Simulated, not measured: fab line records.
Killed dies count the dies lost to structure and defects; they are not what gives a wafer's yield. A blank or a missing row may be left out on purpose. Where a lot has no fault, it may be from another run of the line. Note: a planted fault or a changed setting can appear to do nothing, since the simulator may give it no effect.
Which tool was responsible? -- flow nand-harc -- 12 lots with 36 wafers sampled at 5 steps, on a route of 1159 steps

WHAT THE GAUGES READ, wafer by wafer
NHARC_END_SORT_01. Usual: defect-limited-yield 95.3 %, standard deviation 1.5; killed-at-array 28, standard deviation 10; killed-at-other 0.6, standard deviation 1.1; killed-at-periphery 3.6, standard deviation 2.6; killed-dies 32, standard deviation 10; killed-open 3.3, standard deviation 1.8; killed-short 1.9, standard deviation 1.4; sort_bin_2_pct 1.5 %, standard deviation 0.61; sort_bin_3_pct 0.27 %, standard deviation 0.2; sort_bin_4_pct 3.0 %, standard deviation 1; sort-n-pass 645, standard deviation 10; sort-rim-yield-pct 97.3 %, standard deviation 1.9; sort-yield-pct 95.3 %, standard deviation 1.5.
lot,measured,on,defect-limited-yield (%),killed-at-array,killed-at-other,killed-at-periphery,killed-dies,killed-open,killed-short,sort_bin_2_pct (%),sort_bin_3_pct (%),sort_bin_4_pct (%),sort-n-pass,sort-rim-yield-pct (%),sort-yield-pct (%),flag
L690,day 20 21:31,prober-02,0 0 0,664 670 672,6 6 1,7 1 4,677 677 677,6 3 0,0 2 1,95.4 96.2 96.9,0.44 0.44 0.30,4.1 3.4 2.8,0 0 0,0 0 0,0 0 0,OFF
L692,day 21 13:19,prober-01,0 0 0,674 674 670,0 3 3,3 0 4,677 677 677,3 6 3,1 2 4,98.5 97.6 97.5,0.30 0 0.30,1.2 2.4 2.2,0 0 0,0 0 0,0 0 0,OFF

TOOL THAT RAN EACH LOT (tool first, then ch and the chambers of the sampled wafers, then the start)
lot,NHARC_A_BLC_ALD_23,NHARC_A_M0_ETCH_15,NHARC_A_M0_ANNEAL_30,NHARC_A_M1_DEP_00
L683,"ald-metal-01 ch 0,1,3, day 17 20:08","rie-diel-12 ch 0,2,3, day 18 00:01 or earlier","rtp-anneal-01 ch 0, day 18 00:01","pecvd-01 ch 0,2, day 18 01:25"
L687,"ald-metal-03 ch 0,3, day 18 04:47","rie-diel-12 ch 0,1,3, day 18 12:48 or earlier","rtp-anneal-01 ch 0, day 18 12:48","pecvd-04 ch 1,2, day 18 14:10"
L690,"ald-metal-03 ch 0,1,3, day 19 01:20","rie-diel-03 ch 1,3, day 19 05:15 or earlier","rtp-anneal-02 ch 0, day 19 05:15","pecvd-03 ch 1,2, day 19 06:37"
L692,"ald-metal-04 ch 2,3, day 19 13:11","rie-diel-12 ch 1,2, day 19 23:08 or earlier","rtp-anneal-01 ch 0, day 19 23:08","pecvd-04 ch 1,2, day 20 00:28"
L697,"ald-metal-01 ch 0,2,3, day 20 22:13","rie-diel-03 ch 0,1,2, day 21 06:04 or earlier","rtp-anneal-02 ch 0, day 21 06:04","pecvd-01 ch 0,2, day 21 07:29"
L696,"ald-metal-01 ch 1,2,3, day 21 06:28","rie-diel-12 ch 0,3, day 21 17:38 or earlier","rtp-anneal-01 ch 0, day 21 17:38","pecvd-01 ch 1,2, day 21 18:58"
L699,"ald-metal-03 ch 1,2, day 21 08:38","rie-diel-03 ch 0,3, day 21 18:42 or earlier","rtp-anneal-02 ch 0, day 21 18:42","pecvd-03 ch 0,1,2, day 21 20:02"
L700,"ald-metal-01 ch 2,3, day 22 02:03","rie-diel-12 ch 0,2, day 22 12:07 or earlier","rtp-anneal-02 ch 0, day 22 12:07","pecvd-01 ch 0,2, day 22 13:37"
L701,"ald-metal-04 ch 2,3, day 22 02:52","rie-diel-03 ch 0,2,3, day 22 12:19 or earlier","rtp-anneal-01 ch 0, day 22 12:19","pecvd-01 ch 0,2, day 22 13:51"
L702,"ald-metal-01 ch 2,3, day 22 13:07","rie-diel-10 ch 0,2,3, day 22 20:24 or earlier","rtp-anneal-02 ch 0, day 22 20:24","pecvd-04 ch 1,2, day 22 22:11"
L703,"ald-metal-04 ch 0,1, day 22 13:52","rie-diel-03 ch 0,3, day 22 21:22 or earlier","rtp-anneal-01 ch 0, day 22 21:22","pecvd-04 ch 0,1,2, day 22 22:49"
L705,"ald-metal-01 ch 1,3, day 23 05:22","rie-diel-12 ch 0,1, day 23 11:55 or earlier","rtp-anneal-01 ch 0, day 23 11:55","pecvd-01 ch 1,2, day 23 13:10"
- NHARC_A_BLC_ALD_23: deposits TiN, target thk 3 nm, pulse time 1 s, ald cycles 150.
- NHARC_A_M0_ETCH_15: etches the open film in C4F8/Ar, target depth 150 nm, overetch 15 nm, time 82.5 s.
- NHARC_A_M0_ANNEAL_30: time 90 s.
- NHARC_A_M1_DEP_00: deposits SiOC, target thk 182.5 nm.

WHAT THE TOOLS THEMSELVES READ (means of the sampled wafers that have a number; where no wafer has one, the mark that the record gives instead)
NHARC_A_BLC_ALD_23. Usual: heater-power-w 1164 W, standard deviation 130; precursor-pulse-height-rel 1.000, standard deviation 0.02.
lot,tool,heater-power-w (W),precursor-pulse-height-rel,flag
L683,ald-metal-01,1219,1.000,
L687,ald-metal-03,1168,1.005,
L690,ald-metal-03,1140,0.995,
L692,ald-metal-04,1026,1.013,
L697,ald-metal-01,1183,0.995,
L696,ald-metal-01,1136,1.006,
L699,ald-metal-03,1234,0.992,
L700,ald-metal-01,1089,0.994,
L701,ald-metal-04,983,0.985,
L702,ald-metal-01,1084,0.994,
L703,ald-metal-04,1079,0.995,
L705,ald-metal-01,1192,0.996,

NHARC_A_M0_ETCH_15. Usual: oes-product-au 0.954 a.u., standard deviation 0.024; rf-vpp-V 440.9 V, standard deviation 3.
lot,tool,oes-product-au (a.u.),rf-vpp-V (V),flag
L683,rie-diel-12,0.959,443.4,
L687,rie-diel-12,0.961,442.0,
L690,rie-diel-03,0.977,439.8,
L692,rie-diel-12,0.959,443.3,
L697,rie-diel-03,0.974,438.8,
L696,rie-diel-12,0.954,442.6,
L699,rie-diel-03,0.933,441.5,
L700,rie-diel-12,0.923,443.6,
L701,rie-diel-03,0.926,441.8,
L702,rie-diel-10,0.958,440.3,
L703,rie-diel-03,0.964,439.3,
L705,rie-diel-12,0.941,442.1,

NHARC_A_M0_ANNEAL_30. Usual: 225.8 for wafer_temp_C_max, sd 0.31.
lot,tool,wafer_temp_C_max,flag
L683,rtp-anneal-01,226.0,
L687,rtp-anneal-01,226.0,
L690,rtp-anneal-02,225.6,
L692,rtp-anneal-01,225.7,
L697,rtp-anneal-02,225.6,
L696,rtp-anneal-01,226.0,
L699,rtp-anneal-02,225.4,
L700,rtp-anneal-02,225.6,
L701,rtp-anneal-01,226.2,
L702,rtp-anneal-02,225.7,
L703,rtp-anneal-01,226.2,
L705,rtp-anneal-01,226.1,

NHARC_A_M1_DEP_00. Usual: chamber-pressure-Torr 4.998 Torr, standard deviation 0.011; rf-fwd-power-W 598.8 W, standard deviation 1.7.
lot,tool,chamber-pressure-Torr (Torr),rf-fwd-power-W (W),flag
L683,pecvd-01,5.004,599.6,
L687,pecvd-04,4.996,598.9,
L690,pecvd-03,-,-,OFF
L692,pecvd-04,-,-,OFF
L697,pecvd-01,5.001,598.2,
L696,pecvd-01,5.011,598.6,
L699,pecvd-03,4.989,599.2,
L700,pecvd-01,4.997,597.8,
L701,pecvd-01,4.982,598.6,
L702,pecvd-04,4.998,599.3,
L703,pecvd-04,5.000,599.0,
L705,pecvd-01,4.993,598.7,

THE ANSWER, worked out from the rows above alone
Rule: a lot is off if the mean of its wafers that have a number lies more than 3 standard deviations from the usual mean. Also off: a lot with no number at a reading for which 4 or more lots have one. The other lots that the step has rows for count as sound. First the gauges in route order, then the tools' own readings, where a lot's mean is used as printed above. At the first step where some lot is off, the reading lying furthest off is the one used; lots without a number count as furthest.
Off at NHARC_END_SORT_01 (sort_bin_2_pct): L690, L692. Neither off nor sound, because the step has no rows for them: L683, L687, L697, L696, L699, L700, L701, L702, L703, L705.
If a tool, at a process step before that reading, ran all the lots that are off and no sound lot after the first of them, it fits. Not tried: the gauges at NHARC_END_SORT_01; whatever is off there is also off at NHARC_A_M1_DEP_00, on other tools, and gauge error can't account for it. NHARC_A_M0_ETCH_15 gives no start for some lots, so the hours and the order of its lots are those of NHARC_A_M0_ANNEAL_30. No candidate that was tried fits.

WHAT WAS PUT IN BY THE SIMULATOR
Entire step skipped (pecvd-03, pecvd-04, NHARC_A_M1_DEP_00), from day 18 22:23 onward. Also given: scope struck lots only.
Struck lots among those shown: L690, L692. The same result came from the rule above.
